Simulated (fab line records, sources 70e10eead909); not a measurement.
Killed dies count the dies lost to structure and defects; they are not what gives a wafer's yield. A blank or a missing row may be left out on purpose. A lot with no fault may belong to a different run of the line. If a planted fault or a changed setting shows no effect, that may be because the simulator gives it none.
Which tool did it? ; flow nand_harc ; 15 lots, 45 wafers sampled, at 3 steps of a route of 1302

WHAT EACH GAUGE READ, for each wafer
NHARC_A_CHANNEL_HOLE_D1_CD_MEAS_10: target cd 100 nm.
lot;measured;on;cd_nm (nm)
L891;day 8 14:08;cd_sem-02;100.1 99.8 99.7
L892;day 9 05:43;cd_sem-03;100.1 100.1 100.0
L893;day 9 08:01;cd_sem-03;99.4 99.7 99.6
L894;day 9 14:31;cd_sem-02;99.2 99.4 100.1
L896;day 10 09:56;cd_sem-01;101.3 100.5 101.2
L897;day 10 19:26;cd_sem-02;100.0 100.1 100.0
L904;day 13 19:46;cd_sem-03;99.8 99.9 99.2
L906;day 14 13:47;cd_sem-01;99.9 99.2 100.2
L905;day 14 14:08;cd_sem-02;100.3 100.0 100.2
L909;day 16 02:28;cd_sem-02;100.0 99.6 99.9
L910;day 16 12:40;cd_sem-03;100.5 100.6 101.0
L911;day 17 04:07;cd_sem-01;100.6 99.8 100.1
L912;day 17 13:05;cd_sem-03;100.5 100.4 100.7
L913;day 17 13:43;cd_sem-02;100.6 100.8 100.8
L914;day 17 23:38;cd_sem-01;100.6 100.7 100.1

NHARC_A_CHANNEL_HOLE_D1_OVL_MEAS_11.
lot;measured;on;overlay_x_nm (nm);overlay_y_nm (nm)
L891;day 8 14:13;overlay-01;0.3 0.5 -0.2;-0.1 0.2 -0.7
L892;day 9 05:49;overlay-01;0.0 0.0 -0.1;-0.7 -0.4 -0.3
L893;day 9 08:07;overlay-02;0.7 0.8 0.6;-1.1 -0.8 -1.0
L894;day 9 14:36;overlay-01;-1.5 -2.0 -1.4;-0.4 -0.2 0.3
L896;day 10 10:01;overlay-01;0.9 1.5 0.9;-1.7 -1.4 -1.5
L897;day 10 19:31;overlay-02;0.7 0.6 0.9;0.1 0.6 0.0
L904;day 13 19:51;overlay-01;1.0 1.3 0.8;-1.1 -0.6 -0.5
L906;day 14 13:52;overlay-01;-0.8 -0.5 -0.8;-0.5 -0.5 -0.4
L905;day 14 14:13;overlay-01;0.1 -0.1 0.1;0.6 1.8 1.5
L909;day 16 02:32;overlay-02;-0.8 0.0 -0.3;1.3 0.4 1.2
L910;day 16 12:46;overlay-02;1.0 0.3 0.7;-0.6 -1.0 -1.0
L911;day 17 04:11;overlay-02;0.1 0.3 -0.1;-1.9 -2.0 -1.5
L912;day 17 13:11;overlay-01;-0.3 0.8 -0.6;0.5 0.9 0.5
L913;day 17 13:47;overlay-02;-0.3 0.1 0.1;-0.8 -0.8 -0.5
L914;day 17 23:43;overlay-01;1.0 0.9 0.4;-0.9 -0.1 -0.5

TOOL THAT RAN EACH LOT (tool first, then ch and the chambers of the sampled wafers, then the start)
lot;NHARC_A_CHANNEL_HOLE_D1_DEP_01
L891;pecvd-04 ch 0,1,2, day 8 13:25
L892;pecvd-01 ch 1,2, day 9 05:07
L893;pecvd-04 ch 1,2, day 9 07:19
L894;pecvd-03 ch 0,1, day 9 13:43
L896;pecvd-03 ch 0,1,2, day 10 09:25
L897;pecvd-03 ch 1,2, day 10 18:43
L904;pecvd-03 ch 1,2, day 13 19:04
L906;pecvd-01 ch 0,1, day 14 13:11
L905;pecvd-01 ch 0,2, day 14 13:24
L909;pecvd-01 ch 0,1,2, day 15 23:19
L910;pecvd-01 ch 0,2, day 16 11:57
L911;pecvd-03 ch 0,1,2, day 17 03:34
L912;pecvd-03 ch 0,1,2, day 17 12:26
L913;pecvd-04 ch 0,1,2, day 17 13:10
L914;pecvd-01 ch 0,2, day 17 22:54
- NHARC_A_CHANNEL_HOLE_D1_DEP_01: deposits SiON, target thk 140 nm.

AS READ BY THE TOOLS THEMSELVES (means over the sampled wafers that have a number; for cases with no such wafer, the mark the record gives instead)
NHARC_A_CHANNEL_HOLE_D1_DEP_01.
lot;tool;heater_power_w (W);rf_fwd_power_W (W)
L891;pecvd-04;742;349.3
L892;pecvd-01;783;348.6
L893;pecvd-04;846;349.0
L894;pecvd-03;713;347.8
L896;pecvd-03;784;348.7
L897;pecvd-03;792;349.7
L904;pecvd-03;797;348.4
L906;pecvd-01;780;349.1
L905;pecvd-01;774;347.1
L909;pecvd-01;805;347.8
L910;pecvd-01;792;347.6
L911;pecvd-03;813;347.7
L912;pecvd-03;863;347.4
L913;pecvd-04;808;348.3
L914;pecvd-01;833;347.3

THE ANSWER, worked out from the rows above alone
Rule: the usual values come from the lots themselves. Put in order of their means at a reading, lots are off if they are a third of the lots or fewer, leave a main group of 4 or more, and stand apart from it by a gap of 3 or more times the standard deviation of the main group's means; of several such gaps the widest counts. If all means in a main group match to the digits the tables above print for the reading, that group is not used. A lot without any number at a reading at which 4 lots or more have one is off too. All remaining lots with rows at the step are treated as sound. First the gauges in route order, then the tools' own readings, where a lot's mean is used as printed above. The first step at which some lot is off is used, and at that step the reading that is off furthest; a lot without a number counts as furthest.
None of the lots is off at any reading shown; this tells nothing.

WHAT THE SIMULATOR HAD INSERTED
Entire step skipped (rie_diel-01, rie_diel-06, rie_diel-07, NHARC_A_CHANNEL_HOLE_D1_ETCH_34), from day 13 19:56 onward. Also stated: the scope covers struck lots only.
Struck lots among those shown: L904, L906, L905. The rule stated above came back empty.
